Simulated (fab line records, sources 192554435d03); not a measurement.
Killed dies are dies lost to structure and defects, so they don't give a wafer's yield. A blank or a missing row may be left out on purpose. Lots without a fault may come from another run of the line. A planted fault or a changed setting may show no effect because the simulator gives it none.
fab line records | flow n5_finfet
record lots=7 wafers=21
route steps=1938 shown BEOL_M1@770 BEOL_M2@857 BEOL_M3@936 BEOL_M4@1028 BEOL_M5@1161 BEOL_M6@1221
start_h: hours from the record's first day to the start of the lot's first wafer shown | wait_h: hours since the lot's step before | " the same as in the row above | L1.1+2: a row that stands for several wafers | - no value, or no start given | * or withheld: withheld | < > ~ a bound
route shown NAME@n: a module of which the file shows steps, and the number in the route of the first | usual: mean/standard deviation of fault-free wafers | same: alike in all rows | chamber/n: place in a boat | sites: the reading at each site | _std_site: their standard deviation | _edge_site: outer sites' mean less inner sites' | radius_mm: how far each site lies from the wafer's centre | mask NAME#n: copy n | behind: the tool/chamber that last shaped the wafer | hold: why the lot was held/for how many hours/how that ended | device: the transistor (n, p or np) that didn't switch | end of line: the same wafers' tests at the end of the route | a step without rows: its recipe alone | killed: dies lost to structure and defects at the first sort, not the wafer's yield | map: a wafer's dies, x killed, . not, _ none there
set.NAME: the setting as run; set.NAME@STEP: as run at that earlier step | model.NAME: the simulator's own value behind a step, which no gauge read
lots whose settings were changed on purpose; a table a step, a row a wafer
## steps
# step N5_BEOL_M1_ETCH_64
# recipe chemistry=N2/H2 target=SOC target_depth_a=750 overetch_a=150 mask_material=SiARC temp_c=40 time_s=112.5 ion_energy_ev=200 pressure_mtorr=30 source_w=840 bias_w=150 n2_flow_sccm=200 h2_flow_sccm=200
# usual rf_vpp_V=524.0/2.8
# columns lot.wafer tool chamber start_h wait_h set.source_w set.spin_rpm@BEOL_M1_COAT_61 rf_vpp_V model.etch.depth_nm
L076.1 rie_diel-02 2 137.84 0.0 880.5 1383 514.1 62.45
L076.4 " 1 " " 880.5 1383 512.8 62.58
L076.6 " 2 " " 880.5 1500 516.9 60.08
L079.1 rie_diel-02 0 151.58 0.0 971.5 1500 499.3 59.96
L079.3 " 1 " " 840 1500 520.1 60.09
L079.6 " 2 " " 840 1661 523.7 57.07
L080.1 rie_diel-02 2 157.38 0.0 878.4 1500 515.4 60.09
L080.3 " 0 " " 840 1500 523.4 60.01
L080.4 " 1 " " 840 1406 523.7 62.14
L082.2 rie_diel-06 2 169.90 0.0 696.9 1500 560.0 59.74
L082.3 " 1 " " 696.9 1500 557.6 59.9
L082.5 " 3 " " 696.9 1500 552.5 59.9
L086.2 rie_diel-05 3 198.49 0.0 840 1500 524.9 60.04
L086.3 " 1 " " 840 1500 525.8 60.05
L086.5 " 1 " " 840 1500 526.6 60.07
L089.2 rie_diel-02 0 213.60 0.0 943.5 1448 502.2 60.87
L089.4 " 3 " " 943.5 1500 505.7 59.88
L089.6 " 2 " " 840 1500 524.0 59.87
L090.1 rie_diel-06 0 222.03 0.0 840 1500 525.1 60.11
L090.5 " 0 " " 840 1500 523.5 60
L090.6 " 3 " " 840 1500 517.9 59.92
# step N5_BEOL_M1_STRIP_65
# recipe chemistry=N2/H2 temp_c=40 n2_flow_sccm=200 h2_flow_sccm=200 rf_frequency_hz=6e+07
# step N5_BEOL_M1_STRIP_75
# recipe chemistry=N2/H2 temp_c=40 n2_flow_sccm=200 h2_flow_sccm=200 rf_frequency_hz=6e+07
# step N5_BEOL_M1_STRIP_66
# recipe chemistry=CF4 resist=SiARC power_w=300 bias_power_w=75 pressure_mtorr=50 cf4_flow_sccm=150 rf_frequency_hz=6e+07
# step N5_BEOL_M1_HM_OPEN_17
# recipe chemistry=Cl2/BCl3 target_depth_a=200 overetch_a=60 target=TiN mask_material=SOC ion_energy_ev=150 pressure_mtorr=10 icp_w=1000 bias_w=126 Cl2_flow_sccm=53.25 bcl3_flow_sccm=21.75 Ar_flow_sccm=25
# columns lot.wafer tool chamber start_h wait_h set.spin_rpm@BEOL_M1_COAT_61 model.SOC_of_BEOL_M1_COAT_61.thk_nm
L076.1 rie_metal-03 1 138.01 0.0 1383 54.6
L076.4 " 0 " " 1383 54.8
L076.6 " 1 " " 1500 52.2
L079.1+3 rie_metal-02 0 151.75 0.0 1500 51.6
L079.6 " 0 " " 1661 48.6
L080.1+3 rie_metal-02 1 157.55 0.0 1500 52.6
L080.4 " 0 " " 1406 53.8
L082.2+3+5 rie_metal-01 0 170.07 0.0 1500 52
L086.2 rie_metal-02 1 198.66 0.0 1500 52.4
L086.3 " 0 " " 1500 51.6
L086.5 " 1 " " 1500 52.6
L089.2 rie_metal-01 0 213.77 0.0 1448 53
L089.4 " 1 " " 1500 52
L089.6 " 1 " " 1500 51.8
L090.1 rie_metal-02 1 222.20 0.0 1500 52.6
L090.5 " 1 " " 1500 52.4
L090.6 " 0 " " 1500 51.4
# step N5_BEOL_M1_COAT_22
# recipe resist=CAR-EUV spin_rpm=1500 resist_thk_nm=30
# columns lot.wafer tool chamber start_h wait_h set.spin_rpm model.CAR-EUV_of_BEOL_M1_COAT_22.thk_nm
L076.1 litho_track-02 0 - - 1500 30.2
L076.4 " 0 " " 1500 30
L076.6 " 0 " " 1362 31.6
L079.1 litho_track-03 0 - - 1500 30.2
L079.3+6 " 0 " " 1500 30
L080.1 litho_track-02 0 - - 1500 30
L080.3+4 " 0 " " 1544 29.6
L082.2 litho_track-03 0 - - 1425 30.8
L082.3 " 0 " " 1500 30
L082.5 " 0 " " 1425 30.6
L086.2+3+5 litho_track-05 0 - - 1500 30
L089.2 litho_track-02 0 - - 1380 31.4
L089.4 " 0 " " 1500 30
L089.6 " 0 " " 1380 31.2
L090.1+5 litho_track-05 0 - - 1500 30
L090.6 " 0 " " 1500 29.8
# step N5_BEOL_M1_EBR_24
# recipe solvent=PGMEA ebr_width_mm=1.5
# step N5_BEOL_M1_SOFTBAKE_23
# recipe temp_c=110 time_s=60 resist=CAR-EUV
# step N5_BEOL_M1_EXPOSE_25
# recipe mask_id=V0 na=0.33 source_shape=quasar sigma_inner=0.2 sigma_outer=0.8 polarization=unpolarized defocus_nm=5 target_cd_nm=24 dose_mj=63
# step N5_BEOL_M1_PEB_26
# recipe peb_temp_c=100 peb_time_s=60 resist=CAR-EUV
# step N5_BEOL_M1_DEVELOP_27
# recipe develop_time_s=30 developer=TMAH resist=CAR-EUV rinse_liquid=surfactant_rinse dry=air_spin dev_temp_c=23
# columns lot.wafer tool chamber start_h wait_h set.spin_rpm@BEOL_M1_COAT_22 model.CAR-EUV_of_BEOL_M1_COAT_22.thk_nm
L076.1+4 litho_track-05 0 - - 1500 29.6
L076.6 " 0 " " 1362 31.2
L079.1+6 litho_track-02 0 - - 1500 29.6
L079.3 " 0 " " 1500 29.4
L080.1 litho_track-02 0 - - 1500 29.6
L080.3+4 " 0 " " 1544 29.2
L082.2 litho_track-05 0 - - 1425 30.4
L082.3 " 0 " " 1500 29.6
L082.5 " 0 " " 1425 30.2
L086.2+3+5 litho_track-02 0 - - 1500 29.6
L089.2 litho_track-05 0 - - 1380 30.8
L089.4 " 0 " " 1500 29.6
L089.6 " 0 " " 1380 30.6
L090.1+5+6 litho_track-02 0 - - 1500 29.4
# step N5_BEOL_M1_DESCUM_33
# recipe chemistry=O2 time_s=7 source_power_w=50 bias_power_w=20 pressure_mtorr=20 rf_frequency_hz=2.712e+07 temp_c=40 resist=CAR-EUV o2_flow_sccm=225
# step N5_BEOL_M1_ETCH_77
# recipe chemistry=N2/H2 target=underlayer target_depth_a=65 mask_material=CAR-EUV time_s=5.2 ion_energy_ev=200 pressure_mtorr=30 source_w=840 bias_w=150 n2_flow_sccm=200 h2_flow_sccm=200 ends=cleared
# columns lot.wafer tool chamber start_h wait_h set.spin_rpm@BEOL_M1_COAT_22 model.CAR-EUV_of_BEOL_M1_COAT_22.thk_nm
L076.1+4 rie_diel-05 3,2 138.68 0.0 1500 20.4
L076.6 " 1 " " 1362 22
L079.1+6 rie_diel-06 3,0 152.41 0.0 1500 20.4
L079.3 " 1 " " 1500 20.2
L080.1 rie_diel-06 3 158.21 0.0 1500 20.4
L080.3 " 1 " " 1544 19.8
L080.4 " 0 " " 1544 20
L082.2 rie_diel-06 0 170.82 0.0 1425 21.2
L082.3 " 3 " " 1500 20.2
L082.5 " 1 " " 1425 21
L086.2 rie_diel-02 1 199.44 0.0 1500 20.2
L086.3+5 " 0,2 " " 1500 20.4
L089.2 rie_diel-05 3 214.42 0.0 1380 21.8
L089.4 " 2 " " 1500 20.4
L089.6 " 2 " " 1380 21.6
L090.1+5+6 rie_diel-02 2,1,2 222.86 0.0 1500 20.2
# step N5_BEOL_M2_DESCUM_16
# recipe chemistry=O2 time_s=7 source_power_w=50 bias_power_w=20 pressure_mtorr=20 rf_frequency_hz=2.712e+07 temp_c=40 resist=CAR-EUV o2_flow_sccm=225
# columns lot.wafer tool chamber start_h wait_h set.time_s model.CAR-EUV_of_BEOL_M2_COAT_05.thk_nm
L076.1+6 rie_diel-01 0 145.60 0.2 6.045 26.6
L076.4 " 3 " " 7 26.2
L079.1 rie_diel-03 1 162.41 0.0 5.62 26.8
L079.3 " 0 " " 7 26
L079.6 " 3 " " 7 26.2
L080.1 rie_diel-01 2 167.81 0.3 8.498 25.4
L080.3+4 " 3,0 " " 7 26.2
L082.2+3+5 rie_diel-03 1,3,2 177.51 0.0 7 26.2
L086.2+3+5 rie_diel-03 1,0,1 206.07 0.2 7 26.2
L089.2 rie_diel-01 0 221.55 0.6 7.649 25.8
L089.4+6 " 2,0 " " 7 26.2
L090.1 rie_diel-03 2 231.66 0.7 5.696 26.6
L090.5 " 1 " " 5.696 26.8
L090.6 " 0 " " 7 26.2
# step N5_BEOL_M2_ETCH_64
# recipe chemistry=N2/H2 target=SOC target_depth_a=750 overetch_a=225 mask_material=SiARC temp_c=40 time_s=121.9 ion_energy_ev=200 pressure_mtorr=30 source_w=840 bias_w=150 n2_flow_sccm=200 h2_flow_sccm=200
# usual rf_vpp_V=525/3.1
# columns lot.wafer tool chamber start_h wait_h set.source_w rf_vpp_V
L076.1 rie_diel-01 0 145.68 0.0 840 523
L076.4 " 3 " " 768 543
L076.6 " 0 " " 768 541
L079.1 rie_diel-03 1 162.48 0.0 743.9 548
L079.3 " 0 " " 840 526
L079.6 " 3 " " 840 527
L080.1 rie_diel-01 2 167.89 0.0 899.6 516
L080.3 " 3 " " 899.6 514
L080.4 " 0 " " 840 524
L082.2 rie_diel-03 1 177.59 0.0 941.4 509
L082.3 " 3 " " 840 525
L082.5 " 2 " " 840 521
L086.2 rie_diel-03 1 206.15 0.0 840 527
L086.3 " 0 " " 840 528
L086.5 " 1 " " 840 529
L089.2 rie_diel-01 0 221.63 0.0 840 524
L089.4 " 2 " " 912.8 514
L089.6 " 0 " " 912.8 511
L090.1 rie_diel-03 2 231.74 0.0 840 522
L090.5 " 1 " " 840 529
L090.6 " 0 " " 840 526
# step N5_BEOL_M3_COAT_62
# recipe resist=SiARC temp_c=220 time_s=60 spin_rpm=1500 resist_thk_nm=12
# columns lot.wafer tool chamber start_h wait_h set.spin_rpm model.SiARC_of_BEOL_M3_COAT_62.thk_nm
L076.1+4 litho_track-05 0 - - 1500 12
L076.6 " 0 " " 1667 11.4
L079.1+3+6 litho_track-03 0 - - 1500 12
L080.1+4 litho_track-03 0 - - 1500 12
L080.3 " 0 " " 1500 11.8
L082.2+3 litho_track-05 0 - - 1500 12
L082.5 " 0 " " 1423 12.4
L086.2+3+5 litho_track-03 0 - - 1500 12
L089.2+4+6 litho_track-03 0 - - 1500 12
L090.1 litho_track-01 0 - - 1591 11.8
L090.5+6 " 0 " " 1500 12
# step N5_BEOL_M3_COAT_73
# recipe resist=underlayer temp_c=205 time_s=60 spin_rpm=1500 resist_thk_nm=5
# step N5_BEOL_M3_COAT_05
# recipe resist=CAR-EUV spin_rpm=1500 resist_thk_nm=30
# step N5_BEOL_M3_DESCUM_16
# recipe chemistry=O2 time_s=7 source_power_w=50 bias_power_w=20 pressure_mtorr=20 rf_frequency_hz=2.712e+07 temp_c=40 resist=CAR-EUV o2_flow_sccm=225
# step N5_BEOL_M3_ETCH_74
# recipe chemistry=N2/H2 target=underlayer target_depth_a=65 mask_material=CAR-EUV time_s=5.2 ion_energy_ev=200 pressure_mtorr=30 source_w=840 bias_w=150 n2_flow_sccm=200 h2_flow_sccm=200 ends=cleared
# step N5_BEOL_M3_ETCH_63
# recipe chemistry=CF4 target=SiARC target_depth_a=156 mask_material=CAR-EUV time_s=26 ion_energy_ev=80 pressure_mtorr=40 source_w=545 bias_w=36 Ar_flow_sccm=100 cf4_flow_sccm=100 ends=cleared
# columns lot.wafer tool chamber start_h wait_h set.spin_rpm@BEOL_M3_COAT_62 model.etch.depth_nm
L076.1 rie_diel-05 3 153.84 0.0 1500 11.95
L076.4 " 0 " " 1500 11.94
L076.6 " 0 " " 1667 11.35
L079.1+6 rie_diel-06 2,1 171.58 0.0 1500 11.95
L079.3 " 1 " " 1500 11.97
L080.1 rie_diel-02 1 179.48 0.0 1500 11.91
L080.3 " 0 " " 1500 11.87
L080.4 " 3 " " 1500 11.92
L082.2 rie_diel-02 2 185.68 0.0 1500 12.03
L082.3 " 1 " " 1500 12.02
L082.5 " 0 " " 1423 12.36
L086.2 rie_diel-05 0 219.93 0.0 1500 11.95
L086.3 " 1 " " 1500 11.97
L086.5 " 2 " " 1500 11.99
L089.2+6 rie_diel-05 0,1 232.65 0.0 1500 11.92
L089.4 " 3 " " 1500 11.91
L090.1 rie_diel-02 2 241.62 0.0 1591 11.72
L090.5 " 1 " " 1500 12.07
L090.6 " 2 " " 1500 12.08
# step N5_BEOL_M3_COAT_76
# recipe resist=underlayer temp_c=205 time_s=60 spin_rpm=1500 resist_thk_nm=5
# columns lot.wafer tool chamber start_h wait_h set.spin_rpm
L076.1+6 litho_track-03 0 - - 1388
L076.4 " 0 " " 1500
L079.1+6 litho_track-03 0 - - 1652
L079.3 " 0 " " 1500
L080.1+3 litho_track-01 0 - - 1500
L080.4 " 0 " " 1544
L082.2+5 litho_track-01 0 - - 1354
L082.3 " 0 " " 1500
L086.2+3+5 litho_track-01 0 - - 1500
L089.2+4+6 litho_track-03 0 - - 1500
L090.1+6 litho_track-01 0 - - 1456
L090.5 " 0 " " 1500
# step N5_BEOL_M3_EXPOSE_25
# recipe mask_id=V2 na=0.33 source_shape=quasar sigma_inner=0.2 sigma_outer=0.8 polarization=unpolarized defocus_nm=5 dose_mj=63
# columns lot.wafer tool chamber start_h wait_h mask set.dose_mj
L076.1 euv_scanner-01 0 154.39 - V2#0 63
L076.4+6 " 0 " " V2#0 65.44
L079.1+3+6 euv_scanner-02 0 172.30 - V2#0 63
L080.1+3+4 euv_scanner-02 0 180.03 - V2#0 66.9
L082.2+5 euv_scanner-01 0 186.37 - V2#0 63
L082.3 " 0 " " V2#0 60.68
L086.2+3+5 euv_scanner-02 0 220.62 - V2#0 63
L089.2+4+6 euv_scanner-01 0 233.33 - V2#0 63
L090.1+5+6 euv_scanner-01 0 242.17 - V2#0 63
# step N5_BEOL_M3_PEB_26
# recipe peb_temp_c=100 peb_time_s=60 resist=CAR-EUV
# step N5_BEOL_M3_DEVELOP_27
# recipe develop_time_s=30 developer=TMAH resist=CAR-EUV rinse_liquid=surfactant_rinse dry=air_spin dev_temp_c=23
# step N5_BEOL_M3_DESCUM_33
# recipe chemistry=O2 time_s=7 source_power_w=50 bias_power_w=20 pressure_mtorr=20 rf_frequency_hz=2.712e+07 temp_c=40 resist=CAR-EUV o2_flow_sccm=225
# step N5_BEOL_M3_ETCH_77
# recipe chemistry=N2/H2 target=underlayer target_depth_a=65 mask_material=CAR-EUV time_s=5.2 ion_energy_ev=200 pressure_mtorr=30 source_w=840 bias_w=150 n2_flow_sccm=200 h2_flow_sccm=200 ends=cleared
# columns lot.wafer tool chamber start_h wait_h set.spin_rpm@BEOL_M3_COAT_76 model.etch.depth_nm
L076.1 rie_diel-02 0 154.69 0.0 1388 5.181
L076.4 " 3 " " 1500 4.988
L076.6 " 1 " " 1388 5.198
L079.1 rie_diel-02 0 172.66 0.0 1652 4.755
L079.3 " 2 " " 1500 4.982
L079.6 " 1 " " 1652 4.739
L080.1 rie_diel-05 1 180.33 0.0 1500 4.968
L080.3 " 2 " " 1500 4.963
L080.4 " 0 " " 1544 4.904
L082.2 rie_diel-05 0 186.66 0.0 1354 5.261
L082.3 " 2 " " 1500 5.005
L082.5 " 0 " " 1354 5.273
L086.2 rie_diel-06 3 220.91 0.0 1500 5.012
L086.3 " 2 " " 1500 4.996
L086.5 " 2 " " 1500 5.002
L089.2 rie_diel-05 1 233.63 0.0 1500 4.985
L089.4 " 0 " " 1500 4.982
L089.6 " 1 " " 1500 4.975
L090.1 rie_diel-06 0 242.48 0.0 1456 5.084
L090.5 " 3 " " 1500 5.023
L090.6 " 0 " " 1456 5.101
# step N5_BEOL_M4_COAT_05
# recipe resist=CAR-EUV spin_rpm=1500 resist_thk_nm=30
# columns lot.wafer tool chamber start_h wait_h set.spin_rpm model.CAR-EUV_of_BEOL_M4_COAT_05.thk_nm
L076.1+6 litho_track-02 0 - - 1439 30.6
L076.4 " 0 " " 1500 30
L079.1+3 litho_track-04 0 - - 1642 28.6
L079.6 " 0 " " 1500 30
L080.1+3+4 litho_track-02 0 - - 1500 30
L082.2 litho_track-04 0 - - 1500 30
L082.3 " 0 " " 1642 28.8
L082.5 " 0 " " 1642 28.6
L086.2+3+5 litho_track-02 0 - - 1500 30
L089.2+4+6 litho_track-04 0 - - 1500 30
L090.1+5+6 litho_track-04 0 - - 1500 30
# step N5_BEOL_M4_EBR_07
# recipe solvent=PGMEA ebr_width_mm=1.5
# step N5_BEOL_M4_SOFTBAKE_06
# recipe temp_c=110 time_s=60 resist=CAR-EUV
# step N5_BEOL_M4_EXPOSE_08
# recipe mask_id=M4 na=0.33 source_shape=dipole sigma_inner=0.369 sigma_outer=0.767 polarization=unpolarized dose_mj=41.25
# step N5_BEOL_M4_PEB_09
# recipe peb_temp_c=100 peb_time_s=60 resist=CAR-EUV
# step N5_BEOL_M4_DEVELOP_10
# recipe develop_time_s=30 developer=TMAH resist=CAR-EUV rinse_liquid=surfactant_rinse dry=air_spin dev_temp_c=23
# columns lot.wafer tool chamber start_h wait_h set.spin_rpm@BEOL_M4_COAT_05 model.CAR-EUV_of_BEOL_M4_COAT_05.thk_nm
L076.1 litho_track-02 0 - - 1439 30
L076.4 " 0 " " 1500 29.4
L076.6 " 0 " " 1439 30.2
L079.1+3 litho_track-05 0 - - 1642 28.2
L079.6 " 0 " " 1500 29.6
L080.1+3+4 litho_track-04 0 - - 1500 29.6
L082.2 litho_track-04 0 - - 1500 29.6
L082.3+5 " 0 " " 1642 28.2
L086.2+3+5 litho_track-05 0 - - 1500 29.6
L089.2+4+6 litho_track-02 0 - - 1500 29.6
L090.1 litho_track-02 0 - - 1500 29.6
L090.5+6 " 0 " " 1500 29.4
# step N5_BEOL_M5_ETCH_41
# recipe chemistry=CH3F/O2 target=SiCN target_depth_a=315 taper_deg=2 time_s=56.7 ion_energy_ev=120 mask_material=TiN pressure_mtorr=30 source_w=395 bias_w=75 Ar_flow_sccm=150 CH3F_flow_sccm=30 O2_flow_sccm=20
# usual rf_vpp_V=297.6/1.6
# columns lot.wafer tool chamber start_h wait_h set.source_w rf_vpp_V
L076.1 rie_diel-02 2 - - 395 297.5
L076.4 " 3 " " 395 299.2
L076.6 " 3 " " 395 299.6
L079.1 rie_diel-06 0 - - 395 298.7
L079.3 " 1 " " 367.3 302.8
L079.6 " 0 " " 367.3 306.0
L080.1 rie_diel-02 1 - - 395 295.1
L080.3 " 3 " " 444.9 287.4
L080.4 " 2 " " 395 296.6
L082.2 rie_diel-06 3 - - 395 293.9
L082.3 " 2 " " 395 298.8
L082.5 " 3 " " 395 293.9
L086.2 rie_diel-02 0 - - 395 296.7
L086.3 " 1 " " 395 295.1
L086.5 " 1 " " 395 295.3
L089.2 rie_diel-05 1 - - 395 298.0
L089.4 " 3 " " 395 298.2
L089.6 " 2 " " 395 298.6
L090.1 rie_diel-06 2 - - 363.4 308.6
L090.5 " 1 " " 363.4 305.7
L090.6 " 0 " " 395 296.2
# step N5_BEOL_M6_COAT_22
# recipe resist=CAR-EUV spin_rpm=1500 resist_thk_nm=30
# columns lot.wafer tool chamber start_h wait_h set.spin_rpm model.CAR-EUV_of_BEOL_M6_COAT_22.thk_nm
L076.1 litho_track-05 0 - - 1500 30.2
L076.4 " 0 " " 1401 31.2
L076.6 " 0 " " 1500 30
L079.1 litho_track-02 0 - - 1634 28.6
L079.3+6 " 0 " " 1500 30
L080.1 litho_track-02 0 - - 1500 29.8
L080.3 " 0 " " 1500 30
L080.4 " 0 " " 1445 30.4
L082.2+3+5 litho_track-02 0 - - 1500 30
L086.2+3+5 litho_track-03 0 - - 1500 29.8
L089.2+6 litho_track-02 0 - - 1639 28.8
L089.4 " 0 " " 1500 30.2
L090.1+5+6 litho_track-02 0 - - 1500 30
## key
split step=N5_BEOL_M1_ETCH_64 setting=source_w stated=840 by=wafer
response step=N5_BEOL_M1_ETCH_64 reading=rf_vpp_V change=-1.53 per=1% r=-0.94
split step=N5_BEOL_M1_COAT_22 setting=spin_rpm stated=1500 by=wafer
response step=N5_BEOL_M1_COAT_22 reading=model.CAR-EUV_of_BEOL_M1_COAT_22.thk_nm change=-0.158 per=1% r=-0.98
response step=N5_BEOL_M1_DEVELOP_27 reading=model.CAR-EUV_of_BEOL_M1_COAT_22.thk_nm change=-0.155 per=1% r=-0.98
response step=N5_BEOL_M1_ETCH_77 reading=model.CAR-EUV_of_BEOL_M1_COAT_22.thk_nm change=-0.171 per=1% r=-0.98
split step=N5_BEOL_M2_DESCUM_16 setting=time_s stated=7 by=wafer
response step=N5_BEOL_M2_DESCUM_16 reading=model.CAR-EUV_of_BEOL_M2_COAT_05.thk_nm change=-0.0337 per=1% r=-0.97
split step=N5_BEOL_M2_ETCH_64 setting=source_w stated=840 by=wafer
response step=N5_BEOL_M2_ETCH_64 reading=rf_vpp_V change=-1.59 per=1% r=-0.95
split step=N5_BEOL_M3_COAT_62 setting=spin_rpm stated=1500 by=wafer
response step=N5_BEOL_M3_COAT_62 reading=model.SiARC_of_BEOL_M3_COAT_62.thk_nm change=-0.0532 per=1% r=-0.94
response step=N5_BEOL_M3_ETCH_63 reading=model.etch.depth_nm change=-0.0564 per=1% r=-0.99
split step=N5_BEOL_M3_COAT_76 setting=spin_rpm stated=1500 by=wafer
response step=N5_BEOL_M3_ETCH_77 reading=model.etch.depth_nm change=-0.0252 per=1% r=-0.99
split step=N5_BEOL_M3_EXPOSE_25 setting=dose_mj stated=63 by=wafer
response none clear
split step=N5_BEOL_M4_COAT_05 setting=spin_rpm stated=1500 by=wafer
response step=N5_BEOL_M4_COAT_05 reading=model.CAR-EUV_of_BEOL_M4_COAT_05.thk_nm change=-0.143 per=1% r=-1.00
response step=N5_BEOL_M4_DEVELOP_10 reading=model.CAR-EUV_of_BEOL_M4_COAT_05.thk_nm change=-0.15 per=1% r=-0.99
split step=N5_BEOL_M5_ETCH_41 setting=source_w stated=395 by=wafer
response step=N5_BEOL_M5_ETCH_41 reading=rf_vpp_V change=-0.86 per=1% r=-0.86
split step=N5_BEOL_M6_COAT_22 setting=spin_rpm stated=1500 by=wafer
response step=N5_BEOL_M6_COAT_22 reading=model.CAR-EUV_of_BEOL_M6_COAT_22.thk_nm change=-0.155 per=1% r=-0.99
split outside_this_file step=N5_BEOL_M1_COAT_61 setting=spin_rpm
# split outside_this_file: this setting was split too, and the file shows its column; the key of that split is in another file
